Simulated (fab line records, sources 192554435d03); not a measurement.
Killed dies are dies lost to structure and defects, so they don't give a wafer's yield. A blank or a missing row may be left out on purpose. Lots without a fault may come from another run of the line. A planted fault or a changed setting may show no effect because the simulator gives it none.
fab line records | flow n5_finfet
record lots=7 wafers=21
route steps=1938 shown FIN_CUT@157 DUMMY_GATE@224 SD_EPI_N@268 SDB@349 HKMG_FIN@424
start_h: hours from the record's first day to the start of the lot's first wafer shown | wait_h: hours since the lot's step before | " the same as in the row above | L1.1+2: a row that stands for several wafers | - no value, or no start given | * or withheld: withheld | < > ~ a bound
route shown NAME@n: a module of which the file shows steps, and the number in the route of the first | usual: mean/standard deviation of fault-free wafers | same: alike in all rows | chamber/n: place in a boat | sites: the reading at each site | _std_site: their standard deviation | _edge_site: outer sites' mean less inner sites' | radius_mm: how far each site lies from the wafer's centre | mask NAME#n: copy n | behind: the tool/chamber that last shaped the wafer | hold: why the lot was held/for how many hours/how that ended | device: the transistor (n, p or np) that didn't switch | end of line: the same wafers' tests at the end of the route | a step without rows: its recipe alone | killed: dies lost to structure and defects at the first sort, not the wafer's yield | map: a wafer's dies, x killed, . not, _ none there
set.NAME: the setting as run; set.NAME@STEP: as run at that earlier step | model.NAME: the simulator's own value behind a step, which no gauge read
lots whose settings were changed on purpose; a table a step, a row a wafer
## steps
# step N5_FIN_CUT_COAT_02
# recipe resist=CAR-EUV spin_rpm=1500 resist_thk_nm=30
# columns lot.wafer tool chamber start_h wait_h set.spin_rpm model.CAR-EUV_of_FIN_CUT_COAT_02.thk_nm
L077.2+4 litho_track-01 0 - - 1547 29.6
L077.6 " 0 " " 1500 30
L078.1+6 litho_track-03 0 - - 1500 29.8
L078.5 " 0 " " 1573 29.2
L079.4 litho_track-01 0 - - 1500 29.8
L079.5 " 0 " " 1500 30
L079.6 " 0 " " 1500 30.2
L082.1+4+6 litho_track-05 0 - - 1500 30
L084.3 litho_track-03 0 - - 1500 30
L084.4+5 " 0 " " 1553 29.4
L086.2 litho_track-01 0 - - 1500 30.2
L086.3+4 " 0 " " 1619 29
L089.1 litho_track-05 0 - - 1500 30.2
L089.3+5 " 0 " " 1500 30
# step N5_FIN_CUT_EBR_04
# recipe solvent=PGMEA ebr_width_mm=1.5
# step N5_FIN_CUT_SOFTBAKE_03
# recipe temp_c=110 time_s=60 resist=CAR-EUV
# step N5_FIN_CUT_DESCUM_13
# recipe chemistry=O2 time_s=7 source_power_w=50 bias_power_w=20 pressure_mtorr=20 rf_frequency_hz=2.712e+07 temp_c=40 resist=CAR-EUV o2_flow_sccm=225
# step N5_FIN_CUT_ETCH_30
# recipe chemistry=N2/H2 target=underlayer target_depth_a=130 mask_material=CAR-EUV time_s=10.4 ion_energy_ev=200 pressure_mtorr=30 source_w=840 bias_w=150 n2_flow_sccm=200 h2_flow_sccm=200 ends=cleared
# columns lot.wafer tool chamber start_h wait_h set.spin_rpm@FIN_CUT_COAT_02 model.CAR-EUV_of_FIN_CUT_COAT_02.thk_nm
L077.2 rie_diel-05 2 47.22 0.0 1547 14.4
L077.4 " 3 " " 1547 14.2
L077.6 " 0 " " 1500 14.6
L078.1+6 rie_diel-06 2,0 54.14 0.0 1500 14.4
L078.5 " 3 " " 1573 13.8
L079.4+6 rie_diel-05 3 57.19 0.0 1500 14.6
L079.5 " 0 " " 1500 14.4
L082.1 rie_diel-01 3 75.38 0.0 1500 14.6
L082.4+6 " 1 " " 1500 14.4
L084.3 rie_diel-01 2 86.49 0.0 1500 14.6
L084.4 " 3 " " 1553 14.2
L084.5 " 0 " " 1553 14
L086.2 rie_diel-01 1 102.81 0.0 1500 14.8
L086.3 " 0 " " 1619 13.4
L086.4 " 2 " " 1619 13.6
L089.1+3+5 rie_diel-06 1,3,2 117.04 0.0 1500 14.6
# step N5_DUMMY_GATE_COAT_28
# recipe resist=underlayer temp_c=205 time_s=60 spin_rpm=1500 resist_thk_nm=10
# columns lot.wafer tool chamber start_h wait_h set.spin_rpm model.underlayer_of_DUMMY_GATE_COAT_28.thk_nm
L077.2+6 litho_track-02 0 - - 1569 9.8
L077.4 " 0 " " 1500 10
L078.1+5+6 litho_track-04 0 - - 1403 10.4
L079.4+5+6 litho_track-02 0 - - 1500 10
L082.1+4 litho_track-01 0 - - 1397 10.4
L082.6 " 0 " " 1500 10
L084.3+4 litho_track-02 0 - - 1556 9.8
L084.5 " 0 " " 1500 10
L086.2+3+4 litho_track-01 0 - - 1500 10
L089.1+3+5 litho_track-04 0 - - 1577 9.8
# step N5_DUMMY_GATE_COAT_09
# recipe resist=CAR-EUV spin_rpm=1500 resist_thk_nm=30
# columns lot.wafer tool chamber start_h wait_h set.spin_rpm model.CAR-EUV_of_DUMMY_GATE_COAT_09.thk_nm
L077.2 litho_track-02 0 - - 1500 30
L077.4+6 " 0 " " 1500 30.2
L078.1+5 litho_track-04 0 - - 1500 30.2
L078.6 " 0 " " 1440 30.6
L079.4+5+6 litho_track-02 0 - - 1500 30
L082.1+6 litho_track-01 0 - - 1549 29.6
L082.4 " 0 " " 1500 30
L084.3+4+5 litho_track-02 0 - - 1500 30
L086.2+4 litho_track-01 0 - - 1500 30
L086.3 " 0 " " 1620 28.8
L089.1+3 litho_track-04 0 - - 1628 28.8
L089.5 " 0 " " 1500 30
# step N5_DUMMY_GATE_EBR_11
# recipe solvent=PGMEA ebr_width_mm=1.5
# step N5_DUMMY_GATE_SOFTBAKE_10
# recipe temp_c=110 time_s=60 resist=CAR-EUV
# step N5_DUMMY_GATE_EXPOSE_12
# recipe mask_id=GATE na=0.33 source_shape=annular sigma_inner=0.2 sigma_outer=0.6 polarization=unpolarized target_cd_nm=25 dose_mj=34
# step N5_DUMMY_GATE_PEB_13
# recipe peb_temp_c=100 peb_time_s=60 resist=CAR-EUV
# step N5_DUMMY_GATE_DEVELOP_14
# recipe develop_time_s=30 developer=TMAH resist=CAR-EUV rinse_liquid=surfactant_rinse dry=air_spin dev_temp_c=23
# columns lot.wafer tool chamber start_h wait_h set.spin_rpm@DUMMY_GATE_COAT_09 model.CAR-EUV_of_DUMMY_GATE_COAT_09.thk_nm
L077.2+4+6 litho_track-04 0 - - 1500 29.6
L078.1+5 litho_track-02 0 - - 1500 29.6
L078.6 " 0 " " 1440 30.2
L079.4+5 litho_track-01 0 - - 1500 29.6
L079.6 " 0 " " 1500 29.4
L082.1+6 litho_track-01 0 - - 1549 29.2
L082.4 " 0 " " 1500 29.6
L084.3+4+5 litho_track-02 0 - - 1500 29.4
L086.2+4 litho_track-01 0 - - 1500 29.6
L086.3 " 0 " " 1620 28.4
L089.1 litho_track-01 0 - - 1628 28.2
L089.3 " 0 " " 1628 28.4
L089.5 " 0 " " 1500 29.6
# step N5_SD_EPI_N_PEB_07
# recipe peb_temp_c=110 peb_time_s=60 resist=CAR-ArF-block
# columns lot.wafer tool chamber start_h wait_h set.peb_temp_c
L077.2 litho_track-03 0 71.74 0.0 110
L077.4+6 " 0 " " 113.2
L078.1+6 litho_track-05 0 75.78 0.1 108.8
L078.5 " 0 " " 110
L079.4+5+6 litho_track-05 0 78.07 0.0 110
L082.1 litho_track-03 0 96.71 0.1 110
L082.4+6 " 0 " " 108.8
L084.3+4 litho_track-03 0 108.28 0.0 108.5
L084.5 " 0 " " 110
L086.2+3+4 litho_track-03 0 125.62 0.0 110
L089.1 litho_track-04 0 137.80 0.1 108.9
L089.3+5 " 0 " " 110
# step N5_SD_EPI_N_DEVELOP_08
# recipe develop_time_s=30 developer=TMAH resist=CAR-ArF-block dev_temp_c=23 rinse_liquid=diw dry=air_spin
# step N5_SD_EPI_N_CD_MEAS_09
# recipe target_cd_nm=120 landing_energy_ev=500 detector=se_inlens
# usual cd_nm=120.0/0.61
# columns lot.wafer tool chamber start_h wait_h set.peb_temp_c@SD_EPI_N_PEB_07 cd_nm
L077.2 cd_sem-03 0 71.80 - 110 119.8
L077.4 " 0 " " 113.2 127.9
L077.6 " 0 " " 113.2 127.3
L078.1 cd_sem-01 0 75.84 - 108.8 116.9
L078.5 " 0 " " 110 119.2
L078.6 " 0 " " 108.8 116.7
L079.4 cd_sem-03 0 78.14 - 110 120.4
L079.5 " 0 " " 110 119.4
L079.6 " 0 " " 110 120.5
L082.1 cd_sem-02 0 96.78 - 110 120.2
L082.4 " 0 " " 108.8 116.9
L082.6 " 0 " " 108.8 116.0
L084.3 cd_sem-03 0 108.35 - 108.5 115.4
L084.4 " 0 " " 108.5 115.4
L084.5 " 0 " " 110 119.7
L086.2 cd_sem-03 0 125.68 - 110 120.4
L086.3 " 0 " " 110 120.1
L086.4 " 0 " " 110 120.6
L089.1 cd_sem-02 0 137.86 - 108.9 116.7
L089.3 " 0 " " 110 121.0
L089.5 " 0 " " 110 121.4
# step N5_SD_EPI_N_DESCUM_14
# recipe chemistry=O2 time_s=7.9 source_power_w=50 bias_power_w=20 pressure_mtorr=20 rf_frequency_hz=2.712e+07 temp_c=40 resist=CAR-ArF-block o2_flow_sccm=225
# columns lot.wafer tool chamber start_h wait_h set.peb_temp_c@SD_EPI_N_PEB_07 model.SD_EPI_N.cd_nm
L077.2 rie_diel-04 2 72.13 0.3 110 119.8
L077.4 " 0 " " 113.2 127.8
L077.6 " 2 " " 113.2 127.4
L078.1 rie_diel-04 0 75.93 0.0 108.8 116.4
L078.5 " 1 " " 110 119.2
L078.6 " 2 " " 108.8 116.8
L079.4 rie_diel-04 1 78.41 0.2 110 120.2
L079.5 " 2 " " 110 119.4
L079.6 " 0 " " 110 120.4
L082.1 rie_diel-02 1 96.88 0.1 110 120.2
L082.4 " 0 " " 108.8 116.8
L082.6 " 1 " " 108.8 116
L084.3+4 rie_diel-04 2,1 108.43 0.0 108.5 115.4
L084.5 " 2 " " 110 119.6
L086.2 rie_diel-02 1 125.77 0.0 110 120.6
L086.3 " 0 " " 110 120
L086.4 " 2 " " 110 120.8
L089.1 rie_diel-03 1 138.30 0.4 108.9 116.6
L089.3 " 0 " " 110 121
L089.5 " 1 " " 110 121.2
# step N5_SD_EPI_N_ETCH_34
# recipe chemistry=CF4 target=SiARC target_depth_a=455 mask_material=CAR-ArF-block time_s=75.8 ion_energy_ev=80 pressure_mtorr=40 source_w=545 bias_w=36 Ar_flow_sccm=100 cf4_flow_sccm=100 ends=cleared
# step N5_SD_EPI_N_ETCH_35
# recipe chemistry=N2/H2 target=SOC overetch_a=1080 mask_material=SiARC temp_c=40 ion_energy_ev=100 source_w=3000 bias_w=133 pressure_mtorr=20 time_s=486 n2_flow_sccm=200 h2_flow_sccm=200
# columns lot.wafer tool chamber start_h wait_h set.peb_temp_c@SD_EPI_N_PEB_07 model.SD_EPI_N.cd_nm
L077.2 rie_diel-04 2 72.22 0.0 110 121.4
L077.4 " 0 " " 113.2 126.8
L077.6 " 2 " " 113.2 129
L078.1 rie_diel-04 0 76.02 0.0 108.8 115.4
L078.5 " 1 " " 110 119.2
L078.6 " 2 " " 108.8 118
L079.4+6 rie_diel-04 1,0 78.64 0.2 110 119.6
L079.5 " 2 " " 110 120.8
L082.1 rie_diel-02 1 96.97 0.0 110 120.4
L082.4 " 0 " " 108.8 118.2
L082.6 " 1 " " 108.8 116.4
L084.3 rie_diel-04 2 108.53 0.0 108.5 116
L084.4 " 1 " " 108.5 114.6
L084.5 " 2 " " 110 120.4
L086.2 rie_diel-02 1 125.86 0.0 110 120.8
L086.3 " 0 " " 110 119
L086.4 " 2 " " 110 120
L089.1 rie_diel-03 1 138.39 0.0 108.9 118.2
L089.3 " 0 " " 110 121.8
L089.5 " 1 " " 110 122.6
# step N5_SDB_COAT_04
# recipe resist=SiARC temp_c=220 time_s=60 spin_rpm=1500 resist_thk_nm=18
# columns lot.wafer tool chamber start_h wait_h set.spin_rpm model.SiARC_of_SDB_COAT_04.thk_nm
L077.2+4 litho_track-02 0 - - 1646 17.2
L077.6 " 0 " " 1500 18.2
L078.1+5+6 litho_track-02 0 - - 1500 18
L079.4+5+6 litho_track-03 0 - - 1500 18
L082.1+6 litho_track-03 0 - - 1416 18.4
L082.4 " 0 " " 1500 18
L084.3+5 litho_track-02 0 - - 1412 18.6
L084.4 " 0 " " 1500 18
L086.2+4 litho_track-02 0 - - 1664 17.2
L086.3 " 0 " " 1500 18
L089.1+5 litho_track-03 0 - - 1661 17.2
L089.3 " 0 " " 1500 18
# step N5_SDB_EXPOSE_08
# recipe mask_id=SDB na=1.35 source_shape=conventional sigma_outer=0.5 polarization=unpolarized dose_mj=49.6
# columns lot.wafer tool chamber start_h wait_h mask set.dose_mj
L077.2+4+6 arfi_scanner-02 0 88.84 - SDB#0 49.6
L078.1 arfi_scanner-01 0 91.65 - SDB#0 46.06
L078.5+6 " 0 " " SDB#0 49.6
L079.4+5+6 arfi_scanner-02 0 95.35 - SDB#0 49.6
L082.1+4 arfi_scanner-01 0 113.15 - SDB#0 49.6
L082.6 " 0 " " SDB#0 48.61
L084.3 arfi_scanner-01 0 124.18 - SDB#0 46.37
L084.4+5 " 0 " " SDB#0 49.6
L086.2+3+4 arfi_scanner-01 0 143.13 - SDB#0 49.6
L089.1+3+5 arfi_scanner-01 0 154.00 - SDB#0 49.6
# step N5_SDB_PEB_09
# recipe peb_temp_c=withheld peb_time_s=60 resist=CAR-ArF
# step N5_SDB_DEVELOP_10
# recipe develop_time_s=30 developer=TMAH resist=CAR-ArF rinse_liquid=diw dry=air_spin dev_temp_c=23
# step N5_SDB_CD_MEAS_11
# recipe target_cd_nm=50 landing_energy_ev=500 detector=se_inlens polarity=opening
# usual cd_nm=50.6/0.96
# columns lot.wafer tool chamber start_h wait_h set.dose_mj@SDB_EXPOSE_08 cd_nm
L077.2 cd_sem-02 0 88.96 - 49.6 51.6
L077.4 " 0 " " 49.6 51.6
L077.6 " 0 " " 49.6 50.5
L078.1 cd_sem-02 0 91.78 - 46.06 42.2
L078.5 " 0 " " 49.6 49.8
L078.6 " 0 " " 49.6 50.0
L079.4 cd_sem-02 0 95.47 - 49.6 50.9
L079.5 " 0 " " 49.6 49.7
L079.6 " 0 " " 49.6 51.9
L082.1 cd_sem-03 0 113.27 - 49.6 49.6
L082.4 " 0 " " 49.6 50.2
L082.6 " 0 " " 48.61 48.6
L084.3 cd_sem-02 0 124.30 - 46.37 42.4
L084.4 " 0 " " 49.6 52.4
L084.5 " 0 " " 49.6 50.2
L086.2 cd_sem-01 0 143.25 - 49.6 52.7
L086.3 " 0 " " 49.6 52.8
L086.4 " 0 " " 49.6 53.2
L089.1 cd_sem-03 0 154.12 - 49.6 49.7
L089.3 " 0 " " 49.6 49.8
L089.5 " 0 " " 49.6 50.0
# step N5_SDB_DESCUM_16
# recipe chemistry=O2 time_s=7.9 source_power_w=50 bias_power_w=20 pressure_mtorr=20 rf_frequency_hz=2.712e+07 temp_c=40 resist=CAR-ArF o2_flow_sccm=225
# step N5_SDB_ETCH_17
# recipe chemistry=CF4 target=SiARC target_depth_a=234 mask_material=CAR-ArF time_s=39 ion_energy_ev=80 pressure_mtorr=40 source_w=545 bias_w=36 Ar_flow_sccm=100 cf4_flow_sccm=100 ends=cleared
# columns lot.wafer tool chamber start_h wait_h set.spin_rpm@SDB_COAT_04 model.etch.depth_nm
L077.2 rie_diel-03 1 89.08 0.0 1646 17.29
L077.4 " 3 " " 1646 17.22
L077.6 " 0 " " 1500 18.11
L078.1 rie_diel-02 3 91.90 0.0 1500 18.01
L078.5 " 1 " " 1500 18
L078.6 " 0 " " 1500 18.08
L079.4 rie_diel-03 2 95.58 0.0 1500 17.94
L079.5 " 3 " " 1500 17.91
L079.6 " 0 " " 1500 17.95
L082.1 rie_diel-02 1 113.99 0.0 1416 18.49
L082.4 " 0 " " 1500 17.92
L082.6 " 2 " " 1416 18.48
L084.3 rie_diel-02 1 124.42 0.0 1412 18.56
L084.4 " 3 " " 1500 17.99
L084.5 " 0 " " 1412 18.64
L086.2 rie_diel-04 2 143.38 0.0 1664 17.18
L086.3 " 1 " " 1500 18.04
L086.4 " 3 " " 1664 17.12
L089.1 rie_diel-03 0 154.45 0.0 1661 17.13
L089.3 " 1 " " 1500 18.05
L089.5 " 1 " " 1661 17.11
# step N5_SDB_ETCH_18
# recipe chemistry=N2/H2 target=SOC target_depth_a=1000 overetch_a=200 mask_material=SiARC temp_c=40 time_s=150 ion_energy_ev=200 pressure_mtorr=30 source_w=840 bias_w=150 n2_flow_sccm=200 h2_flow_sccm=200
# columns lot.wafer tool chamber start_h wait_h set.spin_rpm@SDB_COAT_04 model.SiARC_of_SDB_COAT_04.thk_nm
L077.2 rie_diel-03 1 89.12 0.0 1646 12.2
L077.4 " 3 " " 1646 12
L077.6 " 0 " " 1500 13
L078.1+5+6 rie_diel-02 3,1,0 91.94 0.0 1500 12.8
L079.4+5 rie_diel-03 2,3 95.62 0.0 1500 12.6
L079.6 " 0 " " 1500 12.8
L082.1 rie_diel-02 1 114.03 0.0 1416 13.2
L082.4 " 0 " " 1500 12.6
L082.6 " 2 " " 1416 13.4
L084.3+5 rie_diel-02 1,0 124.46 0.0 1412 13.2
L084.4 " 3 " " 1500 12.8
L086.2 rie_diel-04 2 143.41 0.0 1664 12
L086.3 " 1 " " 1500 13
L086.4 " 3 " " 1664 11.6
L089.1 rie_diel-03 0 154.49 0.0 1661 12
L089.3 " 1 " " 1500 13
L089.5 " 1 " " 1661 12.2
# step N5_HKMG_FIN_COAT_06
# recipe resist=CAR-ArF spin_rpm=1500 resist_thk_nm=90
# columns lot.wafer tool chamber start_h wait_h set.spin_rpm model.CAR-ArF_of_HKMG_FIN_COAT_06.thk_nm
L077.2 litho_track-01 0 - - 1500 89.8
L077.4 " 0 " " 1500 90
L077.6 " 0 " " 1419 92.6
L078.1+6 litho_track-05 0 - - 1500 90.4
L078.5 " 0 " " 1500 90.6
L079.4+6 litho_track-03 0 - - 1500 90
L079.5 " 0 " " 1500 89.8
L082.1 litho_track-01 0 - - 1500 90
L082.4+6 " 0 " " 1500 90.2
L084.3 litho_track-03 0 - - 1362 94.2
L084.4 " 0 " " 1500 89.8
L084.5 " 0 " " 1362 94.4
L086.2 litho_track-01 0 - - 1445 92.2
L086.3+4 " 0 " " 1500 90.2
L089.1+3 litho_track-03 0 - - 1500 90.2
L089.5 " 0 " " 1354 94.8
# step N5_HKMG_FIN_PEB_10
# recipe peb_temp_c=withheld peb_time_s=60 resist=CAR-ArF
# columns lot.wafer tool chamber start_h wait_h set.peb_time_s
L077.2 litho_track-01 0 97.99 0.0 60
L077.4+6 " 0 " " 54.96
L078.1 litho_track-03 0 101.78 0.1 52.45
L078.5+6 " 0 " " 60
L079.4+5+6 litho_track-01 0 104.34 0.0 60
L082.1+4+6 litho_track-01 0 123.49 0.1 60
L084.3+4+5 litho_track-01 0 133.38 0.0 71.82
L086.2+3+4 litho_track-01 0 152.41 0.0 60
L089.1+5 litho_track-01 0 163.47 0.1 60
L089.3 " 0 " " 46.55
# step N5_HKMG_FIN_DEVELOP_11
# recipe develop_time_s=30 developer=TMAH resist=CAR-ArF dev_temp_c=23 rinse_liquid=diw dry=air_spin
# step N5_HKMG_FIN_CD_MEAS_12
# recipe target_cd_nm=92.8 landing_energy_ev=500 detector=se_inlens
# usual cd_nm=92.9/0.54
# columns lot.wafer tool chamber start_h wait_h set.peb_time_s@HKMG_FIN_PEB_10 cd_nm
L077.2 cd_sem-03 0 98.05 - 60 93.3
L077.4 " 0 " " 54.96 90.5
L077.6 " 0 " " 54.96 90.3
L078.1 cd_sem-02 0 101.85 - 52.45 87.7
L078.5 " 0 " " 60 93.2
L078.6 " 0 " " 60 92.5
L079.4 cd_sem-02 0 104.41 - 60 93.1
L079.5 " 0 " " 60 92.6
L079.6 " 0 " " 60 92.3
L082.1 cd_sem-01 0 123.56 - 60 93.4
L082.4 " 0 " " 60 92.8
L082.6 " 0 " " 60 93.0
L084.3 cd_sem-03 0 133.45 - 71.82 97.9
L084.4 " 0 " " 71.82 98.2
L084.5 " 0 " " 71.82 98.2
L086.2 cd_sem-01 0 152.48 - 60 92.3
L086.3 " 0 " " 60 92.6
L086.4 " 0 " " 60 92.5
L089.1 cd_sem-03 0 163.54 - 60 94.0
L089.3 " 0 " " 46.55 83.8
L089.5 " 0 " " 60 92.5
# step N5_HKMG_FIN_DESCUM_17
# recipe chemistry=O2 time_s=7.9 source_power_w=50 bias_power_w=20 pressure_mtorr=20 rf_frequency_hz=2.712e+07 temp_c=40 resist=CAR-ArF o2_flow_sccm=225
# step N5_HKMG_FIN_ETCH_31
# recipe chemistry=CF4 target=SiARC target_depth_a=455 mask_material=CAR-ArF time_s=75.8 ion_energy_ev=80 pressure_mtorr=40 source_w=545 bias_w=36 Ar_flow_sccm=100 cf4_flow_sccm=100 ends=cleared
# columns lot.wafer tool chamber start_h wait_h set.spin_rpm@HKMG_FIN_COAT_06 model.CAR-ArF_of_HKMG_FIN_COAT_06.thk_nm
L077.2+4 rie_diel-02 3,0 98.18 0.0 1500 50.6
L077.6 " 3 " " 1419 53.4
L078.1+5 rie_diel-04 2 101.98 0.0 1500 51.2
L078.6 " 0 " " 1500 51.4
L079.4 rie_diel-04 2 104.87 0.0 1500 51
L079.5 " 0 " " 1500 50.6
L079.6 " 1 " " 1500 50.8
L082.1+4+6 rie_diel-02 0,2,0 123.68 0.0 1500 51
L084.3 rie_diel-02 1 133.57 0.0 1362 54.8
L084.4 " 2 " " 1500 50.6
L084.5 " 1 " " 1362 55.2
L086.2 rie_diel-03 2 152.60 0.0 1445 52.8
L086.3+4 " 1,0 " " 1500 51
L089.1+3 rie_diel-03 3,0 163.66 0.0 1500 51
L089.5 " 2 " " 1354 55.6
## key
split step=N5_FIN_CUT_COAT_02 setting=spin_rpm stated=1500 by=wafer
response step=N5_FIN_CUT_COAT_02 reading=model.CAR-EUV_of_FIN_CUT_COAT_02.thk_nm change=-0.145 per=1% r=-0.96
response step=N5_FIN_CUT_ETCH_30 reading=model.CAR-EUV_of_FIN_CUT_COAT_02.thk_nm change=-0.146 per=1% r=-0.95
split step=N5_DUMMY_GATE_COAT_28 setting=spin_rpm stated=1500 by=wafer
response step=N5_DUMMY_GATE_COAT_28 reading=model.underlayer_of_DUMMY_GATE_COAT_28.thk_nm change=-0.0537 per=1% r=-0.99
split step=N5_DUMMY_GATE_COAT_09 setting=spin_rpm stated=1500 by=wafer
response step=N5_DUMMY_GATE_COAT_09 reading=model.CAR-EUV_of_DUMMY_GATE_COAT_09.thk_nm change=-0.139 per=1% r=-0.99
response step=N5_DUMMY_GATE_DEVELOP_14 reading=model.CAR-EUV_of_DUMMY_GATE_COAT_09.thk_nm change=-0.149 per=1% r=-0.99
split step=N5_SD_EPI_N_PEB_07 setting=peb_temp_c stated=110 by=wafer
response step=N5_SD_EPI_N_CD_MEAS_09 reading=cd_nm change=+2.9 per=1% r=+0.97
response step=N5_SD_EPI_N_DESCUM_14 reading=model.SD_EPI_N.cd_nm change=+2.91 per=1% r=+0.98
response step=N5_SD_EPI_N_ETCH_35 reading=model.SD_EPI_N.cd_nm change=+2.63 per=1% r=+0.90
split step=N5_SDB_COAT_04 setting=spin_rpm stated=1500 by=wafer
response step=N5_SDB_COAT_04 reading=model.SiARC_of_SDB_COAT_04.thk_nm change=-0.0831 per=1% r=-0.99
response step=N5_SDB_ETCH_17 reading=model.etch.depth_nm change=-0.0876 per=1% r=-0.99
response step=N5_SDB_ETCH_18 reading=model.SiARC_of_SDB_COAT_04.thk_nm change=-0.0957 per=1% r=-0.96
split step=N5_SDB_EXPOSE_08 setting=dose_mj stated=49.6 by=wafer
response step=N5_SDB_CD_MEAS_11 reading=cd_nm change=+1.19 per=1% r=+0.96
split step=N5_HKMG_FIN_COAT_06 setting=spin_rpm stated=1500 by=wafer
response step=N5_HKMG_FIN_COAT_06 reading=model.CAR-ArF_of_HKMG_FIN_COAT_06.thk_nm change=-0.487 per=1% r=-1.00
response step=N5_HKMG_FIN_ETCH_31 reading=model.CAR-ArF_of_HKMG_FIN_COAT_06.thk_nm change=-0.482 per=1% r=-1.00
split step=N5_HKMG_FIN_PEB_10 setting=peb_time_s stated=60 by=wafer
response step=N5_HKMG_FIN_CD_MEAS_12 reading=cd_nm change=+0.412 per=1% r=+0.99
